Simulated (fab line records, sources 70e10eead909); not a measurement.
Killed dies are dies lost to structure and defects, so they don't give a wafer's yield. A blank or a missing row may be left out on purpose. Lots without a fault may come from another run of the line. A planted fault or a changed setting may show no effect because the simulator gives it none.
fab line records | flow nand_harc
record lots=24 wafers=72 last_day=25
route steps=1159 shown A_STAIRCASE@562
lots that met no fault: from a run of the same line without faults
start_h: hours from the record's first day to the start of the lot's first wafer shown | wait_h: hours since the lot's step before | " the same as in the row above | L1.1+2: a row that stands for several wafers | - no value, or no start given | * or withheld: withheld | < > ~ a bound
route shown NAME@n: a module of which the file shows steps, and the number in the route of the first | usual: mean/standard deviation of fault-free wafers | same: alike in all rows | chamber/n: place in a boat | sites: the reading at each site | _std_site: their standard deviation | _edge_site: outer sites' mean less inner sites' | radius_mm: how far each site lies from the wafer's centre | mask NAME#n: copy n | behind: the tool/chamber that last shaped the wafer | hold: why the lot was held/for how many hours/how that ended | device: the transistor (n, p or np) that didn't switch | end of line: the same wafers' tests at the end of the route | a step without rows: its recipe alone | killed: dies lost to structure and defects at the first sort, not the wafer's yield | map: a wafer's dies, x killed, . not, _ none there
set.NAME: the setting as run; set.NAME@STEP: as run at that earlier step | model.NAME: the simulator's own value behind a step, which no gauge read
steps of the route over a sample of lots; a table a step, a row a wafer
services: from which hour (start_h, from the record's first day; less than 0 if before it) a tool's chamber was out of use, for how many hours, and why
## steps
# step NHARC_A_STAIRCASE_ETCH_25
# recipe target_depth_a=1000 time_s=40.5 ion_energy_ev=400 c4f8_flow_sccm=20 o2_flow_sccm=10 ar_flow_sccm=withheld rf_w=600 bias_w=1000 chemistry=C4F8/O2
# usual oes_product_au=0.948/0.012 rf_fwd_power_W=592.8/2.2 rf_vpp_V=893/5.3
# same time_s=40.5
# columns lot.wafer tool chamber start_h wait_h oes_product_au rf_fwd_power_W rf_hours_counter_h rf_vpp_V
L074.4 rie_diel-01 3 - - 0.960 591.3 32 893
L074.3 " 0 " " 0.956 597.5 33 890
L074.2 " 2 " " 0.978 593.1 35 891
L075.3 rie_diel-07 0 - - 0.945 591.2 5 888
L075.4 " 1 " " 0.961 593.8 5 899
L075.1 " 3 " " 0.947 592.8 5 904
L077.1 rie_diel-01 1 - - 0.953 592.7 42 899
L077.3 " 2 " " 0.943 596.0 42 892
L077.5 " 1 " " 0.947 590.4 - 899
L079.1 rie_diel-01 3 - - 0.939 591.7 39 890
L079.4 " 0 " " 0.935 594.5 39 888
L079.5 " 3 " " 0.954 589.2 - 891
L076.3 rie_diel-07 3 - - 0.931 593.1 7 904
L076.1 " 1 " " 0.961 593.6 8 900
L076.6 " 3 " " 0.933 590.4 - 906
L078.2 rie_diel-11 0 - - 0.915 592.5 25 899
L078.6 " 2 " " 0.931 596.3 - 893
L078.5 " 3 " " 0.950 594.1 - 890
L080.2 rie_diel-07 3 - - 0.943 595.3 10 904
L080.6 " 3 " " 0.947 596.3 - 904
L080.5 " 0 " " 0.939 591.6 - 887
L082.2 rie_diel-11 2 - - 0.947 592.1 28 891
L082.1 " 3 " " 0.949 597.1 31 891
L082.6 " 3 " " 0.946 595.3 - 892
L081.2 rie_diel-01 0 - - 0.948 592.2 47 888
L081.6 " 2 " " 0.970 594.8 - 891
L081.5 " 3 " " 0.955 588.7 - 893
L084.1 rie_diel-11 2 - - 0.941 592.9 35 891
L084.5 " 3 " " 0.941 595.6 - 889
L084.6 " 0 " " 0.918 589.3 - 900
L083.4 rie_diel-07 0 - - 0.965 593.3 24 887
L083.3 " 2 " " 0.944 593.2 19 894
L083.5 " 0 " " 0.968 592.5 - 886
L085.3 rie_diel-11 2 - - 0.948 591.8 36 890
L085.2 " 3 " " 0.956 595.5 39 890
L085.4 " 0 " " 0.934 591.2 39 898
L087.2 rie_diel-11 3 - - 0.971 594.9 51 890
L087.4 " 0 " " 0.929 591.0 48 899
L087.3 " 1 " " 0.941 593.1 52 888
L086.3 rie_diel-01 3 - - 0.948 589.7 1 891
L086.4 " 1 " " 0.950 588.0 1 899
L086.6 " 3 " " 0.948 590.7 - 890
L089.3 rie_diel-11 0 - - 0.940 589.0 50 899
L089.4 " 1 " " 0.954 590.7 54 888
L089.5 " 0 " " 0.924 589.9 - 899
L088.2 rie_diel-07 1 - - 0.941 592.3 30 900
L088.5 " 1 " " 0.954 592.9 - 899
L088.6 " 2 " " 0.938 590.6 - 893
L090.3 rie_diel-01 3 - - 0.942 589.6 5 892
L090.4 " 0 " " 0.947 594.6 5 888
L090.1 " 1 " " 0.942 593.3 5 899
L092.1 rie_diel-07 1 - - 0.944 593.6 34 900
L092.2 " 3 " " 0.927 595.0 37 904
L092.5 " 0 " " 0.954 592.7 - 887
L091.3 rie_diel-01 3 - - 0.924 590.4 8 891
L091.4 " 0 " " 0.938 591.9 7 889
L091.2 " 1 " " 0.933 589.7 8 898
L093.4 rie_diel-01 0 - - 0.954 592.4 11 889
L093.2 " 2 " " 0.962 591.8 8 890
L093.5 " 3 " " 0.939 590.7 - 892
L094.3 rie_diel-01 1 - - 0.962 593.1 12 899
L094.1 " 3 " " 0.960 590.1 13 891
L094.5 " 1 " " 0.955 592.9 - 900
L095.2 rie_diel-01 1 - - 0.939 593.4 13 898
L095.4 " 3 " " 0.948 588.9 13 892
L095.6 " 2 " " 0.959 594.6 - 890
L096.1 rie_diel-07 1 - - 0.936 591.6 40 899
L096.3 " 2 " " 0.937 589.9 37 894
L096.5 " 0 " " 0.956 592.7 - 886
L097.4 rie_diel-01 3 - - 0.921 588.0 16 892
L097.3 " 0 " " 0.955 594.0 16 887
L097.2 " 1 " " 0.968 593.6 17 899
# step NHARC_A_STAIRCASE_DESCUM_186
# recipe time_s=3 o2_flow_sccm=200 ar_flow_sccm=0 bias_power_w=0 chemistry=O2
# usual drypump_motor_current_A=5.7/0.64 oes_product_au=1.003/0.013 rf_vpp_V=57.6/0.92 showerhead_plenum_p_Torr=1.87/0.081 throttle_valve_pct=11.311/0.0093
# same time_s=3
# columns lot.wafer tool chamber start_h wait_h drypump_motor_current_A oes_product_au rf_hours_counter_h rf_vpp_V showerhead_plenum_p_Torr throttle_valve_pct
L074.4 rie_diel-01 0 236.95 - 6.6 1.008 33 57.4 1.80 11.315
L074.3 " 1 " " 5.2 1.019 37 58.1 1.96 11.301
L074.2 " 3 " " 4.9 1.009 32 56.1 1.85 11.315
L075.1 rie_diel-01 3 253.72 - 4.9 1.010 37 57.9 1.85 11.307
L075.4 " 0 " " 6.6 0.998 38 56.3 1.79 11.321
L075.3 " 2 " " 5.7 1.013 42 58.0 1.84 11.321
L077.3 rie_diel-07 2 254.09 - 6.8 0.985 7 57.7 1.89 11.309
L077.1 " 0 " " 5.3 1.018 5 55.6 1.78 11.305
L077.5 " 2 " " 6.8 0.994 - 58.4 1.89 11.316
L079.1 rie_diel-07 0 257.63 - 5.3 1.024 7 57.3 1.78 11.307
L079.4 " 1 " " 6.3 1.019 8 59.3 1.98 11.317
L079.5 " 3 " " 5.4 1.000 - 57.9 2.06 11.310
L076.1 rie_diel-11 1 258.29 - 5.1 1.009 23 57.5 1.81 11.321
L076.3 " 3 " " 5.4 1.008 22 56.4 1.83 11.319
L076.6 " 0 " " 6.0 0.978 - 58.7 1.96 11.304
L078.2 rie_diel-11 3 263.59 - 5.5 1.021 24 56.9 1.82 11.293
L078.5 " 1 " " 5.1 1.017 - 57.8 1.81 11.327
L078.6 " 2 " " 5.1 1.007 - 58.0 1.84 11.317
L080.2 rie_diel-01 3 264.73 - 4.8 1.011 42 57.3 1.85 11.313
L080.5 " 3 " " 4.9 1.011 - 57.1 1.85 11.302
L080.6 " 2 " " 5.7 1.019 - 57.3 1.84 11.306
L082.1 rie_diel-01 2 286.52 - 5.7 1.029 54 57.7 1.84 11.307
L082.2 " 3 " " 4.8 0.995 49 56.3 1.85 11.314
L082.6 " 2 " " 5.7 1.025 - 56.1 1.84 11.316
L081.2 rie_diel-07 2 286.77 - 6.8 1.010 14 57.7 1.89 11.306
L081.6 " 1 " " 6.3 1.003 - 58.1 1.98 11.302
L081.5 " 2 " " 6.7 0.997 - 58.3 1.89 11.307
L084.1 rie_diel-07 0 302.51 - 5.3 1.007 24 56.9 1.78 11.308
L084.6 " 1 " " 6.4 1.006 - 58.5 1.98 11.313
L084.5 " 2 " " 6.7 0.996 - 58.0 1.88 11.295
L083.4 rie_diel-01 2 302.96 - 5.7 1.017 58 57.2 1.84 11.320
L083.3 " 3 " " 4.8 0.998 53 57.1 1.85 11.318
L083.5 " 1 " " 5.2 1.003 - 56.5 1.95 11.308
L085.4 rie_diel-11 1 307.07 - 5.1 0.996 42 57.4 1.80 11.317
L085.2 " 3 " " 5.5 1.009 40 56.4 1.82 11.310
L085.3 " 0 " " 6.0 0.966 40 59.6 1.96 11.308
L087.2 rie_diel-01 3 329.88 - 4.8 0.996 1 57.9 1.84 11.311
L087.4 " 0 " " 6.6 1.008 1 57.7 1.79 11.327
L087.3 " 2 " " 5.7 1.002 1 58.0 1.83 11.308
L086.4 rie_diel-11 2 330.05 - 5.1 0.993 50 57.3 1.83 11.314
L086.3 " 3 " " 5.5 1.008 51 57.2 1.82 11.314
L086.6 " 2 " " 5.1 0.984 - 57.9 1.83 11.312
L089.3 rie_diel-01 3 334.82 - 4.8 1.007 3 57.5 1.84 11.314
L089.4 " 0 " " 6.6 1.006 - 56.7 1.79 11.298
L089.5 " 3 " " 4.8 1.000 - 57.3 1.84 11.309
L088.2 rie_diel-11 2 335.51 - 5.1 0.992 52 56.6 1.83 11.288
L088.6 " 2 " " 5.1 0.992 - 57.9 1.83 11.311
L088.5 " 3 " " 5.4 1.010 - 57.4 1.82 11.327
L090.1 rie_diel-11 0 343.09 - 6.0 0.974 54 58.8 1.95 11.322
L090.3 " 1 " " 5.1 0.999 58 57.2 1.80 11.304
L090.4 " 3 " " 5.5 1.010 56 56.8 1.81 11.317
L092.2 rie_diel-01 3 349.84 - 4.8 0.989 8 57.3 1.84 11.314
L092.1 " 0 " " 6.6 1.004 7 58.0 1.79 11.300
L092.5 " 3 " " 4.8 1.004 - 58.7 1.84 11.323
L091.4 rie_diel-07 3 351.85 - 5.4 1.003 40 58.2 2.05 11.313
L091.2 " 0 " " 5.3 1.019 37 56.2 1.77 11.307
L091.3 " 1 " " 6.3 1.007 36 57.4 1.97 11.315
L093.4 rie_diel-01 0 356.33 - 6.6 1.008 12 56.4 1.79 11.301
L093.2 " 3 " " 4.8 0.999 12 57.1 1.84 11.323
L093.5 " 0 " " 6.6 1.006 - 56.8 1.79 11.314
L094.3 rie_diel-11 0 359.67 - 6.0 0.991 60 58.7 1.95 11.309
L094.1 " 1 " " 5.1 1.017 65 56.7 1.80 11.319
L094.5 " 2 " " 5.1 1.019 - 58.8 1.83 11.319
L095.2 rie_diel-07 1 362.18 - 6.3 0.997 40 57.0 1.97 11.320
L095.4 " 0 " " 5.3 1.016 41 57.6 1.77 11.312
L095.6 " 1 " " 6.3 1.016 - 58.6 1.97 11.319
L096.3 rie_diel-07 1 363.82 - 6.3 0.993 41 59.5 1.97 11.314
L096.1 " 2 " " 6.8 0.989 38 57.2 1.88 11.325
L096.5 " 1 " " 6.3 1.012 - 58.6 1.97 11.315
L097.4 rie_diel-07 0 369.54 - 5.3 1.017 45 58.9 1.77 11.310
L097.3 " 1 " " 6.3 1.005 44 57.8 1.97 11.316
L097.2 " 2 " " 6.7 0.992 41 58.6 1.88 11.315
# step NHARC_A_STAIRCASE_TRIM_191
# recipe time_s=211.2 o2_flow_sccm=500 ar_flow_sccm=0 bias_w=0 chemistry=O2
# usual drypump_motor_current_A=5.7/0.64 oes_product_au=1.001/0.013 rf_vpp_V=57.7/0.93 showerhead_plenum_p_Torr=3.46/0.14 throttle_valve_pct=17.036/0.0087
# same time_s=211.2
# columns lot.wafer tool chamber start_h wait_h drypump_motor_current_A oes_product_au rf_hours_counter_h rf_vpp_V showerhead_plenum_p_Torr throttle_valve_pct
L074.4 rie_diel-01 1 - - 5.2 1.011 37 56.8 3.60 17.026
L074.3 " 2 " " 5.7 1.014 36 59.0 3.41 17.042
L074.2 " 3 " " 4.9 1.023 33 58.3 3.42 17.044
L075.4 rie_diel-01 0 - - 6.6 0.990 38 56.9 3.32 17.044
L075.3 " 1 " " 5.2 1.009 43 57.9 3.60 17.037
L075.1 " 2 " " 5.7 1.002 42 57.5 3.40 17.038
L077.3 rie_diel-07 1 - - 6.3 1.009 6 57.8 3.65 17.026
L077.1 " 2 " " 6.7 0.991 7 58.5 3.48 17.048
L077.5 " 0 " " 5.3 1.016 - 57.8 3.30 17.025
L079.1 rie_diel-07 2 - - 6.8 0.993 8 58.5 3.48 17.038
L079.4 " 0 " " 5.3 1.014 8 58.4 3.30 17.038
L079.5 " 1 " " 6.4 1.015 - 57.6 3.64 17.047
L076.1 rie_diel-11 0 - - 6.0 0.966 23 61.3 3.61 17.028
L076.3 " 2 " " 5.1 0.996 17 55.7 3.40 17.029
L076.6 " 1 " " 5.1 1.002 - 58.1 3.35 17.032
L078.2 rie_diel-11 0 - - 6.0 0.983 25 59.1 3.61 17.036
L078.5 " 0 " " 6.0 0.984 - 58.1 3.61 17.040
L078.6 " 1 " " 5.1 1.018 - 56.9 3.35 17.042
L080.2 rie_diel-01 2 - - 5.7 1.015 47 57.8 3.40 17.045
L080.5 " 3 " " 4.9 1.005 - 56.8 3.42 17.028
L080.6 " 0 " " 6.6 1.005 - 56.6 3.32 17.037
L082.2 rie_diel-01 3 - - 4.9 1.004 49 58.7 3.41 17.033
L082.1 " 1 " " 5.2 1.011 52 59.3 3.60 17.027
L082.6 " 0 " " 6.6 1.009 - 57.1 3.32 17.025
L081.2 rie_diel-07 1 - - 6.4 1.011 20 57.9 3.64 17.034
L081.5 " 1 " " 6.4 1.003 - 58.5 3.64 17.028
L081.6 " 2 " " 6.8 0.999 - 56.6 3.48 17.050
L084.1 rie_diel-07 2 - - 6.7 0.989 19 57.6 3.48 17.021
L084.5 " 2 " " 6.7 0.994 - 58.6 3.48 17.039
L084.6 " 3 " " 5.4 0.989 - 57.6 3.76 17.021
L083.3 rie_diel-01 0 - - 6.6 0.992 53 55.9 3.31 17.036
L083.4 " 3 " " 4.9 1.004 53 58.5 3.41 17.043
L083.5 " 0 " " 6.6 0.989 - 59.6 3.31 17.030
L085.3 rie_diel-11 2 - - 5.1 0.983 37 58.0 3.39 17.037
L085.2 " 3 " " 5.6 1.012 40 57.7 3.37 17.032
L085.4 " 0 " " 6.0 0.978 40 57.0 3.60 17.027
L087.2 rie_diel-01 3 - - 4.9 1.001 1 59.0 3.41 17.029
L087.4 " 0 " " 6.6 1.012 2 56.4 3.31 17.048
L087.3 " 1 " " 5.2 1.010 2 59.1 3.59 17.037
L086.3 rie_diel-11 3 - - 5.5 1.014 51 57.9 3.36 17.046
L086.4 " 0 " " 6.0 0.985 49 57.9 3.60 17.040
L086.6 " 1 " " 5.1 1.000 - 58.2 3.33 17.019
L089.3 rie_diel-01 3 - - 4.9 0.984 3 57.3 3.41 17.040
L089.4 " 3 " " 4.9 0.984 - 58.8 3.41 17.048
L089.5 " 1 " " 5.3 0.997 - 58.7 3.59 17.027
L088.2 rie_diel-11 2 - - 5.1 1.003 53 57.6 3.38 17.047
L088.5 " 0 " " 6.0 0.981 - 56.8 3.59 17.039
L088.6 " 1 " " 5.1 0.998 - 55.6 3.33 17.041
L090.3 rie_diel-11 0 - - 6.0 0.989 54 57.6 3.59 17.040
L090.4 " 1 " " 5.1 1.015 58 56.9 3.33 17.035
L090.1 " 3 " " 5.6 1.014 56 56.4 3.36 17.033
L092.2 rie_diel-01 2 - - 5.7 1.017 6 57.2 3.39 17.039
L092.1 " 3 " " 4.9 0.994 8 57.8 3.41 17.023
L092.5 " 1 " " 5.2 1.005 - 57.9 3.59 17.039
L091.2 rie_diel-07 1 - - 6.4 0.996 36 58.3 3.63 17.032
L091.4 " 2 " " 6.7 0.985 33 57.6 3.47 17.019
L091.3 " 3 " " 5.4 0.993 41 57.6 3.75 17.051
L093.4 rie_diel-01 3 - - 4.9 0.994 12 57.5 3.40 17.038
L093.2 " 0 " " 6.6 1.008 12 55.1 3.31 17.043
L093.5 " 3 " " 4.9 0.997 - 57.7 3.40 17.027
L094.3 rie_diel-11 3 - - 5.5 1.004 63 56.3 3.36 17.045
L094.1 " 1 " " 5.1 1.001 65 57.1 3.33 17.043
L094.5 " 3 " " 5.5 1.008 - 55.5 3.36 17.031
L095.2 rie_diel-07 2 - - 6.7 0.984 37 58.0 3.47 17.038
L095.4 " 3 " " 5.5 0.991 44 57.5 3.75 17.043
L095.6 " 1 " " 6.4 1.013 - 58.3 3.63 17.027
L096.1 rie_diel-07 0 - - 5.3 1.017 43 57.3 3.28 17.046
L096.3 " 2 " " 6.7 0.981 39 57.8 3.47 17.030
L096.5 " 0 " " 5.3 1.017 - 57.2 3.28 17.040
L097.4 rie_diel-07 3 - - 5.5 0.987 48 57.7 3.75 17.026
L097.3 " 0 " " 5.3 1.026 46 57.8 3.28 17.018
L097.2 " 1 " " 6.3 0.994 44 58.8 3.62 17.023
# step NHARC_A_STAIRCASE_ETCH_192
# recipe target_depth_a=1000 time_s=40.5 ion_energy_ev=400 c4f8_flow_sccm=20 o2_flow_sccm=10 ar_flow_sccm=withheld rf_w=600 bias_w=1000 chemistry=C4F8/O2
# usual oes_product_au=0.945/0.014 rf_fwd_power_W=593.3/2.1 rf_vpp_V=894/5.3
# same time_s=40.5
# columns lot.wafer tool chamber start_h wait_h oes_product_au rf_fwd_power_W rf_hours_counter_h rf_vpp_V
L074.2 rie_diel-01 0 - - 0.954 590.0 34 887
L074.4 " 2 " " 0.949 595.7 36 889
L074.3 " 3 " " 0.958 591.4 33 890
L075.1 rie_diel-01 0 - - 0.949 593.7 38 888
L075.3 " 1 " " 0.958 593.9 43 898
L075.4 " 2 " " 0.956 596.4 42 892
L077.3 rie_diel-07 2 - - 0.934 589.7 7 895
L077.1 " 0 " " 0.944 592.6 6 888
L077.5 " 1 " " 0.957 594.6 - 903
L079.1 rie_diel-07 2 - - 0.926 592.5 9 895
L079.4 " 3 " " 0.944 594.7 8 905
L079.5 " 2 " " 0.931 591.0 - 894
L076.3 rie_diel-11 2 - - 0.941 592.9 17 891
L076.1 " 3 " " 0.969 592.9 22 893
L076.6 " 0 " " 0.922 592.0 - 899
L078.2 rie_diel-11 2 - - 0.965 593.1 19 891
L078.6 " 0 " " 0.923 591.1 - 899
L078.5 " 1 " " 0.942 593.7 - 889
L080.2 rie_diel-01 3 - - 0.941 589.5 43 892
L080.6 " 3 " " 0.949 587.3 - 891
L080.5 " 2 " " 0.960 594.7 - 892
L082.1 rie_diel-01 3 - - 0.947 590.1 49 892
L082.2 " 0 " " 0.952 593.1 48 889
L082.6 " 3 " " 0.949 590.3 - 890
L081.2 rie_diel-07 0 - - 0.951 590.6 20 888
L081.5 " 2 " " 0.937 594.3 - 893
L081.6 " 3 " " 0.917 596.3 - 906
L084.1 rie_diel-07 3 - - 0.933 596.9 25 903
L084.5 " 3 " " 0.938 598.4 - 904
L084.6 " 0 " " 0.950 591.6 - 887
L083.3 rie_diel-01 2 - - 0.970 597.5 58 891
L083.4 " 0 " " 0.937 595.7 53 888
L083.5 " 3 " " 0.963 589.8 - 892
L085.2 rie_diel-11 0 - - 0.938 592.6 40 900
L085.4 " 1 " " 0.945 593.9 43 888
L085.3 " 3 " " 0.972 597.3 40 890
L087.4 rie_diel-01 2 - - 0.952 596.5 1 892
L087.2 " 3 " " 0.941 591.7 1 893
L087.3 " 0 " " 0.962 593.4 2 888
L086.3 rie_diel-11 2 - - 0.940 592.7 50 889
L086.4 " 0 " " 0.932 592.0 49 899
L086.6 " 2 " " 0.933 593.0 - 890
L089.3 rie_diel-01 3 - - 0.943 593.5 3 892
L089.5 " 3 " " 0.936 593.8 - 892
L089.4 " 1 " " 0.946 594.8 - 899
L088.2 rie_diel-11 2 - - 0.953 593.8 53 892
L088.5 " 0 " " 0.919 592.2 - 900
L088.6 " 1 " " 0.957 592.7 - 890
L090.4 rie_diel-11 2 - - 0.923 595.6 55 889
L090.3 " 3 " " 0.940 594.6 57 888
L090.1 " 1 " " 0.933 595.4 58 889
L092.2 rie_diel-01 1 - - 0.944 592.9 8 899
L092.1 " 2 " " 0.953 594.2 6 890
L092.5 " 3 " " 0.939 588.3 - 891
L091.2 rie_diel-07 0 - - 0.966 592.9 38 888
L091.3 " 1 " " 0.936 595.4 36 898
L091.4 " 2 " " 0.926 589.8 33 894
L093.2 rie_diel-01 1 - - 0.954 591.5 12 899
L093.4 " 3 " " 0.942 589.0 12 892
L093.5 " 0 " " 0.942 596.3 - 887
L094.1 rie_diel-11 3 - - 0.957 595.8 63 889
L094.3 " 0 " " 0.928 594.7 60 899
L094.5 " 1 " " 0.960 591.6 - 887
L095.2 rie_diel-07 2 - - 0.935 590.2 37 893
L095.4 " 3 " " 0.924 593.0 44 903
L095.6 " 2 " " 0.926 592.1 - 893
L096.1 rie_diel-07 1 - - 0.932 592.0 42 898
L096.3 " 2 " " 0.911 592.8 39 893
L096.5 " 1 " " 0.924 591.8 - 899
L097.2 rie_diel-07 3 - - 0.929 598.7 48 903
L097.4 " 0 " " 0.967 594.3 46 887
L097.3 " 2 " " 0.929 591.3 41 892
# step NHARC_A_STAIRCASE_ETCH_197
# recipe target_depth_a=1000 time_s=40.5 ion_energy_ev=400 c4f8_flow_sccm=20 o2_flow_sccm=10 ar_flow_sccm=withheld rf_w=600 bias_w=1000 chemistry=C4F8/O2
# usual oes_product_au=0.948/0.017 rf_fwd_power_W=592.9/2.5 rf_vpp_V=894/5.5
# same time_s=40.5
# columns lot.wafer tool chamber start_h wait_h oes_product_au rf_fwd_power_W rf_hours_counter_h rf_vpp_V
L074.3 rie_diel-07 1 - - 0.975 595.5 0 902
L074.4 " 2 " " 0.977 592.4 0 895
L074.2 " 0 " " 0.970 592.0 0 887
L075.3 rie_diel-11 1 - - 0.967 592.0 22 889
L075.4 " 2 " " 0.949 594.1 15 892
L075.1 " 3 " " 0.949 592.1 21 890
L077.3 rie_diel-01 3 - - 0.949 593.1 38 891
L077.1 " 0 " " 0.948 599.7 39 890
L077.5 " 3 " " 0.947 589.6 - 892
L079.4 rie_diel-07 1 - - 0.955 592.5 9 900
L079.1 " 2 " " 0.943 593.1 9 894
L079.5 " 2 " " 0.954 591.5 - 894
L076.1 rie_diel-07 3 - - 0.925 593.6 9 904
L076.3 " 2 " " 0.921 588.9 9 895
L076.6 " 0 " " 0.965 590.5 - 888
L078.2 rie_diel-07 0 - - 0.934 597.1 10 889
L078.5 " 0 " " 0.941 595.3 - 889
L078.6 " 1 " " 0.940 594.6 - 899
L080.2 rie_diel-01 2 - - 0.954 594.6 47 891
L080.6 " 0 " " 0.954 592.0 - 887
L080.5 " 3 " " 0.963 587.9 - 891
L082.2 rie_diel-01 2 - - 0.971 594.1 54 892
L082.1 " 3 " " 0.952 588.7 50 891
L082.6 " 1 " " 0.973 592.2 - 898
L081.2 rie_diel-01 0 - - 0.965 594.8 48 890
L081.5 " 2 " " 0.975 596.1 - 890
L081.6 " 3 " " 0.950 591.6 - 894
L084.1 rie_diel-07 1 - - 0.954 590.8 24 899
L084.6 " 2 " " 0.930 592.4 - 893
L084.5 " 3 " " 0.936 593.8 - 905
L083.3 rie_diel-01 3 - - 0.958 586.7 54 892
L083.4 " 1 " " 0.955 589.9 58 898
L083.5 " 3 " " 0.966 591.6 - 892
L085.2 rie_diel-11 3 - - 0.955 597.2 40 890
L085.3 " 0 " " 0.928 594.9 40 900
L085.4 " 1 " " 0.939 593.2 43 889
L087.2 rie_diel-01 1 - - 0.958 592.4 2 897
L087.3 " 3 " " 0.936 591.0 2 892
L087.4 " 3 " " 0.941 589.8 - 892
L086.4 rie_diel-11 2 - - 0.930 592.0 50 891
L086.3 " 3 " " 0.948 597.6 52 891
L086.6 " 1 " " 0.954 593.1 - 887
L089.3 rie_diel-01 3 - - 0.942 592.2 3 890
L089.4 " 1 " " 0.950 592.4 - 897
L089.5 " 0 " " 0.952 590.4 - 888
L088.2 rie_diel-11 0 - - 0.947 591.3 51 897
L088.6 " 3 " " 0.962 596.4 - 890
L088.5 " 0 " " 0.928 589.9 - 898
L090.1 rie_diel-11 0 - - 0.922 590.1 54 898
L090.4 " 1 " " 0.947 592.4 59 889
L090.3 " 3 " " 0.956 597.0 57 891
L092.1 rie_diel-07 1 - - 0.957 592.7 35 902
L092.2 " 0 " " 0.981 594.8 37 887
L092.5 " 2 " " 0.930 593.0 - 896
L091.4 rie_diel-07 3 - - 0.913 595.2 41 907
L091.3 " 0 " " 0.949 591.5 38 887
L091.2 " 1 " " 0.938 590.1 37 899
L093.2 rie_diel-11 3 - - 0.970 595.1 62 890
L093.4 " 0 " " 0.931 589.3 59 899
L093.5 " 3 " " 0.958 595.9 - 890
L094.1 rie_diel-11 3 - - 0.941 595.4 63 889
L094.3 " 1 " " 0.934 593.5 65 888
L094.5 " 0 " " 0.903 590.9 - 898
L095.2 rie_diel-07 0 - - 0.944 590.8 42 887
L095.4 " 1 " " 0.943 589.9 41 899
L095.6 " 1 " " 0.938 591.6 - 899
L096.3 rie_diel-07 0 - - 0.960 592.9 44 885
L096.1 " 2 " " 0.917 595.1 39 894
L096.5 " 3 " " 0.935 595.1 - 904
L097.3 rie_diel-07 0 - - 0.956 593.9 46 885
L097.4 " 1 " " 0.938 594.1 45 899
L097.2 " 2 " " 0.931 598.0 41 894
# step NHARC_A_STAIRCASE_STRIP_205
# recipe power_w=1500 temp_c=250 chemistry=O2
# usual drypump_motor_current_A=5.7/0.39 heater_power_w=306/48
# columns lot.wafer tool chamber start_h wait_h drypump_motor_current_A heater_power_w rf_hours_counter_h
L074.2 plasma_asher-02 0 239.16 0.1 6.4 387 16
L074.3 " 1 " " 5.4 338 -
L074.4 " 0 " " 6.4 380 -
L075.1 plasma_asher-02 0 256.33 0.1 6.4 376 22
L075.3 " 1 " " 5.4 336 -
L075.4 " 0 " " 6.4 369 -
L077.1 plasma_asher-01 0 256.52 0.1 5.7 274 51
L077.3 " 0 " " 5.6 262 -
L077.5 " 0 " " 5.6 266 -
L079.1 plasma_asher-02 0 260.02 0.1 6.4 374 23
L079.4 " 1 " " 5.4 335 -
L079.5 " 1 " " 5.4 330 -
L076.1 plasma_asher-01 1 260.92 0.1 5.3 299 53
L076.3 " 1 " " 5.3 306 -
L076.6 " 0 " " 5.7 267 -
L078.2 plasma_asher-01 1 265.80 0.1 5.3 298 55
L078.5 " 0 " " 5.6 266 -
L078.6 " 1 " " 5.3 300 -
L080.2 plasma_asher-01 1 267.43 0.2 5.3 295 56
L080.5 " 0 " " 5.6 273 -
L080.6 " 1 " " 5.3 298 -
L082.1 plasma_asher-01 0 288.86 0.1 5.6 236 1
L082.2 " 1 " " 5.3 290 1
L082.6 " 1 " " 5.4 287 -
L081.2 plasma_asher-01 0 289.27 0.1 5.6 240 1
L081.6 " 0 " " 5.7 235 -
L081.5 " 1 " " 5.3 283 -
L084.1 plasma_asher-02 0 304.69 0.1 6.4 369 39
L084.5 " 0 " " 6.4 371 -
L084.6 " 1 " " 5.4 335 -
L083.4 plasma_asher-02 1 305.23 0.2 5.4 338 -
L083.3 " 0 " " 6.4 377 -
L083.5 " 0 " " 6.4 375 -
L085.2 plasma_asher-01 1 309.38 0.1 5.3 284 8
L085.4 " 0 " " 5.6 239 -
L085.3 " 1 " " 5.3 290 -
L086.3 plasma_asher-01 1 332.32 0.2 5.3 294 -
L086.4 " 0 " " 5.7 241 -
L086.6 " 0 " " 5.6 249 -
L087.2 plasma_asher-02 0 332.43 0.1 6.4 375 49
L087.4 " 1 " " 5.4 330 -
L087.3 " 0 " " 6.4 377 -
L089.3 plasma_asher-01 0 337.54 0.3 5.6 242 -
L089.4 " 1 " " 5.3 292 -
L089.5 " 1 " " 5.3 291 -
L088.2 plasma_asher-02 0 338.49 0.6 6.4 378 52
L088.6 " 1 " " 5.4 330 -
L088.5 " 0 " " 6.4 381 -
L090.1 plasma_asher-02 1 345.67 0.1 5.4 334 54
L090.4 " 1 " " 5.4 339 -
L090.3 " 0 " " 6.4 380 -
L092.1 plasma_asher-02 1 352.63 0.1 5.4 334 55
L092.2 " 0 " " 6.4 370 55
L092.5 " 1 " " 5.4 341 -
L091.2 plasma_asher-02 1 354.43 0.1 5.4 330 56
L091.3 " 0 " " 6.4 385 -
L091.4 " 1 " " 5.4 329 -
L093.2 plasma_asher-01 1 359.01 0.1 5.3 287 24
L093.4 " 1 " " 5.3 290 -
L093.5 " 0 " " 5.6 240 -
L094.1 plasma_asher-01 0 362.08 0.1 5.6 239 25
L094.3 " 1 " " 5.3 299 -
L094.5 " 0 " " 5.6 249 -
L095.2 plasma_asher-01 1 366.11 0.8 5.3 288 27
L095.4 " 1 " " 5.3 292 -
L095.6 " 1 " " 5.3 289 -
L096.1 plasma_asher-01 1 367.46 0.7 5.3 287 28
L096.3 " 1 " " 5.3 289 -
L096.5 " 1 " " 5.3 284 -
L097.2 plasma_asher-01 0 371.91 0.1 5.6 240 32
L097.3 " 0 " " 5.6 241 -
L097.4 " 1 " " 5.3 285 -
## services
# columns tool chamber start_h hours kind
rie_diel-07 - 215.01 1.7 repair
rie_diel-01 0 220.75 - clean
rie_diel-01 1 220.75 - clean
rie_diel-01 2 220.75 - clean
rie_diel-01 3 220.75 - clean
rie_diel-11 2 228.09 10.0 repair
rie_diel-07 - 228.46 9.0 pm
rie_diel-01 - 228.51 2.2 repair
rie_diel-01 0 245.25 - clean
rie_diel-01 1 245.25 - clean
rie_diel-01 2 245.25 - clean
rie_diel-01 3 245.25 - clean
rie_diel-01 1 261.53 5.9 repair
rie_diel-07 2 267.40 10.3 repair
rie_diel-01 0 269.75 - clean
rie_diel-01 1 269.75 - clean
rie_diel-01 2 269.75 - clean
rie_diel-01 3 269.75 - clean
plasma_asher-01 - 276.25 9.0 pm
rie_diel-01 - 314.91 9.0 pm
rie_diel-01 2 331.12 8.1 repair
rie_diel-07 - 335.76 2.1 repair
plasma_asher-02 - 360.00 9.0 pm
rie_diel-11 - 369.76 9.0 pm
## key
fault none
